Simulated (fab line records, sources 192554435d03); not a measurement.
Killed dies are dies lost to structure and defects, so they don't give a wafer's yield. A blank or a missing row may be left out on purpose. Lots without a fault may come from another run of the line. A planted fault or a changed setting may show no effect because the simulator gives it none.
Which tool did it? | flow n5_finfet | 6 lots, 16 wafers sampled, at 5 steps of a route of 1938

WHAT THE GAUGES READ, wafer by wafer
N5_BEOL_M13_INSPECT_55: inspects for defects (darkfield).
lot  | measured     | on                | raw_defect_count
L300 | day 12 03:17 | defect_inspect-01 | 28 25 46
L305 | day 12 11:28 | defect_inspect-02 | 53 79 91
L304 | day 13 02:23 | defect_inspect-02 | 54 110 71
L307 | day 13 18:51 | defect_inspect-01 | 68 132 104
L315 | day 15 16:59 | defect_inspect-02 | 57 54
L320 | day 17 13:33 | defect_inspect-01 | 55 40

WHICH TOOL RAN EACH LOT (tool, then ch and the chambers of the sampled wafers, then the start)
lot  | N5_BEOL_M13_SPUTTER_43       | N5_BEOL_M13_SPUTTER_45       | N5_BEOL_M13_ANNEAL_48            | N5_BEOL_M13_DEP_53
L300 | pvd_sputter-01, day 12 02:01 | pvd_sputter-01, day 12 02:11 | rtp_anneal-02 ch 0, day 12 02:35 | pecvd-01 ch 0,2, day 12 03:11
L305 | pvd_sputter-01, day 12 10:17 | pvd_sputter-01, day 12 10:26 | rtp_anneal-02 ch 0, day 12 10:43 | pecvd-04 ch 0,1,2, day 12 11:23
L304 | pvd_sputter-02, day 13 01:12 | pvd_sputter-02, day 13 01:22 | rtp_anneal-02 ch 0, day 13 01:41 | pecvd-04 ch 0,1,2, day 13 02:18
L307 | pvd_sputter-03, day 13 17:10 | pvd_sputter-03, day 13 17:20 | rtp_anneal-01 ch 0, day 13 18:05 | pecvd-04 ch 0,2, day 13 18:45
L315 | pvd_sputter-02, day 15 15:32 | pvd_sputter-02, day 15 15:42 | rtp_anneal-02 ch 0, day 15 16:20 | pecvd-02 ch 0,1, day 15 16:53
L320 | pvd_sputter-01, day 17 12:02 | pvd_sputter-01, day 17 12:12 | rtp_anneal-02 ch 0, day 17 12:48 | pecvd-02 ch 0,2, day 17 13:28
- N5_BEOL_M13_SPUTTER_43: material TaN, target thk 15 nm, time 24.19 s.
- N5_BEOL_M13_SPUTTER_45: material Cu, target thk 80 nm, time 13.33 s.
- N5_BEOL_M13_ANNEAL_48: time 90 s.
- N5_BEOL_M13_DEP_53: deposits SiCN from 3MS/NH3, target thk 50 nm, time 17.8 s.

THE ANSWER, worked out from the rows above alone
Rule: what is usual is taken from the lots themselves. Put in order of their means at a reading, lots are off if they are a third of the lots or fewer, leave a main group of 4 or more, and stand apart from it by a gap of 3 or more times the standard deviation of the main group's means; of several such gaps the widest counts. A main group whose means are all the same, to the digits that the tables above print for the reading, isn't used. A lot without any number at a reading at which 4 lots or more have one is off too. The other lots that the step has rows for count as sound.
No lot is off at any reading shown: from this, nothing can be told.

WHAT THE SIMULATOR HAD PUT IN
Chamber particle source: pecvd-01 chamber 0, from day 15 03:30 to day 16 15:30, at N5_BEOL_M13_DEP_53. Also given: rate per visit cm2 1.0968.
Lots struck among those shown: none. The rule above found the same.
